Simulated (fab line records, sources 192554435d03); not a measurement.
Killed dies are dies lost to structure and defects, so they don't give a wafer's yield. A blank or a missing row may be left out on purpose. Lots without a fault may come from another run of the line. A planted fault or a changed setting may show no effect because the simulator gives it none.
Chamber matching | flow n5_finfet | N5_PASSIVATION_STRIP_34 on rie_diel-04: 4 sister chambers
The step strips in O2. 20 wafers are shown with their chamber, then 10 later ones without.

WAFERS WITH THEIR CHAMBER
wafer  | chamber | showerhead_plenum_p_Torr (Torr) | throttle_valve_pct (%) | oes_product_au (a.u.)
L237.4 | 1       | 2.15                            | 16.62                  | 0.94
L237.5 | 2       | 2.07                            | 17.03                  | 0.74
L237.6 | 3       | 2.07                            | 16.99                  | 0.71
L238.1 | 0       | 2.16                            | 16.42                  | 1.01
L238.3 | 3       | 2.07                            | 16.98                  | 0.71
L238.6 | 2       | 2.07                            | 17.04                  | 0.72
L240.1 | 0       | 2.16                            | 16.40                  | 0.98
L240.2 | 1       | 2.15                            | 16.65                  | 0.94
L240.5 | 2       | 2.07                            | 17.05                  | 0.72
L239.1 | 3       | 2.07                            | 17.01                  | 0.72
L239.3 | 2       | 2.07                            | 17.07                  | 0.72
L239.5 | 3       | 2.07                            | 16.95                  | 0.73
L241.1 | 0       | 2.16                            | 16.46                  | 0.96
L241.3 | 3       | 2.07                            | 17.05                  | 0.72
L241.5 | 3       | 2.07                            | 16.95                  | 0.72
L243.1 | 0       | 2.16                            | 16.48                  | 0.92
L243.4 | 3       | 2.07                            | 17.04                  | 0.71
L243.6 | 0       | 2.16                            | 16.45                  | 0.97
L244.3 | 1       | 2.14                            | 16.60                  | 0.91
L244.4 | 3       | 2.06                            | 17.01                  | 0.72

SIGNATURES (means of the wafers above)
reading                  | chamber 0 | chamber 1 | chamber 2 | chamber 3 | scatter within a chamber
showerhead_plenum_p_Torr | 2.1600    | 2.1467    | 2.0700    | 2.0687    | 0.0031
throttle_valve_pct       | 16.4420   | 16.6233   | 17.0475   | 16.9975   | 0.0316
oes_product_au           | 0.9680    | 0.9300    | 0.7250    | 0.7175    | 0.0186
Rule: a wafer's distance from a chamber is the root of the sum, over the readings, of the square of ((its reading less the chamber's mean) divided by the reading's scatter). The wafer belongs to the nearest chamber; if the next one is less than 2 further off, it can't be placed. The scatter: the root of (the sum of the squares of (reading less its chamber's mean) over the shown wafers, divided by (wafers less chambers)).

WAFERS WITHOUT THEIR CHAMBER
wafer  | showerhead_plenum_p_Torr (Torr) | throttle_valve_pct (%) | oes_product_au (a.u.)
L244.5 | 2.07                            | 17.07                  | 0.71
L248.2 | 2.06                            | 17.00                  | 0.71
L248.4 | 2.06                            | 17.08                  | 0.70
L248.5 | 2.06                            | 17.09                  | 0.73
L260.2 | 2.05                            | 17.18                  | 0.70
L260.3 | 2.06                            | 16.56                  | 0.98
L260.6 | 2.05                            | 17.15                  | 0.68
L256.3 | 2.06                            | 16.62                  | 0.99
L256.4 | 2.06                            | 16.58                  | 0.97
L256.6 | 2.14                            | 16.49                  | 0.90

WHICH CHAMBER EACH WENT THROUGH
wafer  | from the rows above     | in truth
L244.5 | can't be placed: 2 or 3 | 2
L248.2 | can't be placed: 3 or 2 | 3
L248.4 | can't be placed: 2 or 3 | 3
L248.5 | can't be placed: 2 or 3 | 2
L260.2 | can't be placed: 2 or 3 | 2
L260.3 | can't be placed: 3 or 2 | 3
L260.6 | can't be placed: 2 or 3 | 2
L256.3 | can't be placed: 3 or 2 | 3
L256.4 | can't be placed: 3 or 2 | 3
L256.6 | 1                       | 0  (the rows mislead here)
Placed correctly: 0 of 10. Can't be placed from these rows: 9 (the true chamber is among the candidates in 9). Placed wrongly: 1.
